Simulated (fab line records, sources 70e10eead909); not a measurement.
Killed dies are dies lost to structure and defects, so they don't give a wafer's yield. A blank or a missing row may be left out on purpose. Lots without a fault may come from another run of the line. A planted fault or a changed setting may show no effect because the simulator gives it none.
Which tool did it? | flow nand_harc | 24 lots, 72 wafers sampled, at 3 steps of a route of 1159

WHAT THE GAUGES READ, wafer by wafer
NHARC_A_CHANNEL_FILL_D1_INSPECT_13. Usual: raw_defect_count 288, standard deviation 110.
lot  | measured     | on                | raw_defect_count | flag
L074 | day 11 09:59 | defect_inspect-02 | 188 405 527      |
L076 | day 11 09:58 | defect_inspect-02 | 270 160 227      |
L075 | day 11 12:28 | defect_inspect-02 | 262 201 199      |
L079 | day 11 16:31 | defect_inspect-01 | 382 200 328      |
L078 | day 11 16:41 | defect_inspect-02 | 169 220 208      |
L077 | day 11 16:49 | defect_inspect-01 | 421 374 279      |
L081 | day 11 23:29 | defect_inspect-01 | 375 269 208      |
L080 | day 11 23:24 | defect_inspect-02 | 217 326 195      |
L084 | day 13 08:17 | defect_inspect-02 | 254 402 195      |
L082 | day 13 08:15 | defect_inspect-02 | 180 199 181      |
L083 | day 13 12:10 | defect_inspect-01 | 137 265 421      |
L086 | day 13 16:20 | defect_inspect-01 | 245 200 232      |
L088 | day 13 16:30 | defect_inspect-01 | 232 205 158      |
L085 | day 13 19:46 | defect_inspect-01 | 183 221 325      |
L087 | day 14 11:43 | defect_inspect-02 | 202 407 393      |
L089 | day 14 11:43 | defect_inspect-01 | 313 275 286      |
L090 | day 14 22:05 | defect_inspect-02 | 276 432 956      |
L091 | day 15 10:24 | defect_inspect-01 | 232 285 236      |
L092 | day 15 10:40 | defect_inspect-01 | 313 313 344      |
L093 | day 15 13:55 | defect_inspect-01 | 394 202 345      |
L094 | day 15 13:55 | defect_inspect-02 | 155 258 165      |
L095 | day 16 04:22 | defect_inspect-02 | 430 483 420      |
L096 | day 16 08:15 | defect_inspect-02 | 275 241 189      |
L097 | day 16 13:41 | defect_inspect-02 | 173 351 172      |

WHICH TOOL RAN EACH LOT (tool, then ch and the chambers of the sampled wafers, then the start)
lot  | NHARC_A_CHANNEL_FILL_D1_ALD_14   | NHARC_A_CHANNEL_FILL_D1_ETCHBACK_08
L074 | ald_hk-01 ch 0,1,2, day 9 16:58  | rie_diel-10 ch 0,1,2, day 11 09:59 or earlier
L076 | ald_hk-01 ch 0,3, day 9 17:14    | rie_diel-11 ch 2,3, day 11 09:58 or earlier
L075 | ald_hk-02 ch 1,3, day 9 19:02    | rie_diel-10 ch 1,2,3, day 11 12:28 or earlier
L079 | ald_hk-03 ch 0,3, day 9 23:55    | rie_diel-11 ch 1,2,3, day 11 16:31 or earlier
L078 | ald_hk-01 ch 0,1,3, day 9 23:56  | rie_diel-10 ch 1,2, day 11 16:41 or earlier
L077 | ald_hk-02 ch 0,1,3, day 9 23:59  | rie_diel-13 ch 0,1,3, day 11 16:49 or earlier
L081 | ald_hk-03 ch 0,2, day 10 06:25   | rie_diel-11 ch 1,3, day 11 23:29 or earlier
L080 | ald_hk-01 ch 2,3, day 10 06:25   | rie_diel-13 ch 0,2, day 11 23:24 or earlier
L084 | ald_hk-02 ch 0,1, day 11 15:14   | rie_diel-11 ch 2,3, day 13 08:17 or earlier
L082 | ald_hk-03 ch 0,2,3, day 11 15:16 | rie_diel-10 ch 0,2,3, day 13 08:15 or earlier
L083 | ald_hk-01 ch 0,2,3, day 11 18:19 | rie_diel-10 ch 1,3, day 13 12:10 or earlier
L086 | ald_hk-01 ch 0,1,2, day 11 23:13 | rie_diel-10 ch 0,1,2, day 13 16:20 or earlier
L088 | ald_hk-01 ch 0,1,3, day 11 23:21 | rie_diel-13 ch 0,2,3, day 13 16:30 or earlier
L085 | ald_hk-01 ch 0,1,3, day 12 03:19 | rie_diel-10 ch 1,2,3, day 13 19:46 or earlier
L087 | ald_hk-02 ch 0,2,3, day 12 16:35 | rie_diel-10 ch 0,1,2, day 14 11:43 or earlier
L089 | ald_hk-01 ch 0,3, day 12 16:36   | rie_diel-11 ch 1,2,3, day 14 11:43 or earlier
L090 | ald_hk-02 ch 0,2,3, day 13 04:10 | rie_diel-10 ch 0,1, day 14 22:05 or earlier
L091 | ald_hk-01 ch 0,1,2, day 13 12:22 | rie_diel-10 ch 0,2,3, day 15 10:24 or earlier
L092 | ald_hk-03 ch 0,1,3, day 13 12:28 | rie_diel-10 ch 0,1,3, day 15 10:40 or earlier
L093 | ald_hk-01 ch 1,2,3, day 13 18:56 | rie_diel-10 ch 0,1,3, day 15 13:55 or earlier
L094 | ald_hk-02 ch 1,2,3, day 13 19:02 | rie_diel-11 ch 0,2,3, day 15 13:55 or earlier
L095 | ald_hk-03 ch 0,2,3, day 14 09:30 | rie_diel-11 ch 0,1,2, day 16 04:22 or earlier
L096 | ald_hk-02 ch 0,3, day 14 13:44   | rie_diel-11 ch 0,2,3, day 16 08:15 or earlier
L097 | ald_hk-02 ch 0,1,3, day 14 17:51 | rie_diel-10 ch 0,1,2, day 16 13:41 or earlier
- NHARC_A_CHANNEL_FILL_D1_ALD_14: deposits SiO2, target thk 2.5 nm, pulse time 10 s, ald cycles 25.
- NHARC_A_CHANNEL_FILL_D1_ETCHBACK_08: etches the open film in C4F8, target depth 220 nm, time 110 s.

WHAT THE TOOLS THEMSELVES READ (means of the sampled wafers that have a number; where no wafer has one, the mark that the record gives instead)
NHARC_A_CHANNEL_FILL_D1_ALD_14. Usual: heater_power_w 468 W, standard deviation 43; precursor_pulse_height_rel 1.000, standard deviation 0.02.
lot  | tool      | heater_power_w (W) | precursor_pulse_height_rel | flag
L074 | ald_hk-01 | 463                | 0.986                      |
L076 | ald_hk-01 | 403                | 1.016                      |
L075 | ald_hk-02 | 479                | 1.001                      |
L079 | ald_hk-03 | 461                | 1.008                      |
L078 | ald_hk-01 | 445                | 0.982                      |
L077 | ald_hk-02 | 474                | 1.002                      |
L081 | ald_hk-03 | 478                | 0.992                      |
L080 | ald_hk-01 | 459                | 1.006                      |
L084 | ald_hk-02 | 501                | 0.982                      |
L082 | ald_hk-03 | 464                | 1.010                      |
L083 | ald_hk-01 | 448                | 1.008                      |
L086 | ald_hk-01 | 451                | 1.006                      |
L088 | ald_hk-01 | 431                | 0.995                      |
L085 | ald_hk-01 | 438                | 1.001                      |
L087 | ald_hk-02 | 488                | 0.982                      |
L089 | ald_hk-01 | 426                | 0.986                      |
L090 | ald_hk-02 | 481                | 1.009                      |
L091 | ald_hk-01 | 462                | 0.998                      |
L092 | ald_hk-03 | 487                | 1.010                      |
L093 | ald_hk-01 | 482                | 1.003                      |
L094 | ald_hk-02 | 482                | 0.994                      |
L095 | ald_hk-03 | 466                | 1.006                      |
L096 | ald_hk-02 | 443                | 0.985                      |
L097 | ald_hk-02 | 461                | 0.988                      |

NHARC_A_CHANNEL_FILL_D1_ETCHBACK_08. Usual: oes_product_au 0.95 a.u., standard deviation 0.038; rf_vpp_V 441 V, standard deviation 3.1.
lot  | tool        | oes_product_au (a.u.) | rf_vpp_V (V) | flag
L074 | rie_diel-10 | 0.92                  | 443          |
L076 | rie_diel-11 | 1.00                  | 440          |
L075 | rie_diel-10 | 0.99                  | 444          |
L079 | rie_diel-11 | 0.93                  | 441          |
L078 | rie_diel-10 | 0.99                  | 445          |
L077 | rie_diel-13 | 0.91                  | 440          |
L081 | rie_diel-11 | 0.99                  | 444          |
L080 | rie_diel-13 | 0.93                  | 439          |
L084 | rie_diel-11 | 0.92                  | 440          |
L082 | rie_diel-10 | 0.92                  | 442          |
L083 | rie_diel-10 | 0.99                  | 444          |
L086 | rie_diel-10 | 0.94                  | 442          |
L088 | rie_diel-13 | 1.00                  | 440          |
L085 | rie_diel-10 | 1.00                  | 443          |
L087 | rie_diel-10 | 0.92                  | 442          |
L089 | rie_diel-11 | 0.92                  | 441          |
L090 | rie_diel-10 | 1.00                  | 441          |
L091 | rie_diel-10 | 0.92                  | 441          |
L092 | rie_diel-10 | 0.92                  | 441          |
L093 | rie_diel-10 | 0.92                  | 442          |
L094 | rie_diel-11 | 1.00                  | 440          |
L095 | rie_diel-11 | 0.93                  | 438          |
L096 | rie_diel-11 | 0.92                  | 439          |
L097 | rie_diel-10 | 1.01                  | 443          |

THE ANSWER, worked out from the rows above alone
Rule: a lot is off if the mean of its wafers that have a number lies more than 3 standard deviations from the usual mean. A lot without any number at a reading at which 4 lots or more have one is off too. The other lots that the step has rows for count as sound. The gauges are gone through in route order, then the tools' own readings, and for those a lot's mean is taken as printed above. The first step at which some lot is off is used, and at that step the reading that is off furthest; a lot without a number counts as furthest.
No lot is off at any reading shown: from this, nothing can be told.

WHAT THE SIMULATOR HAD PUT IN
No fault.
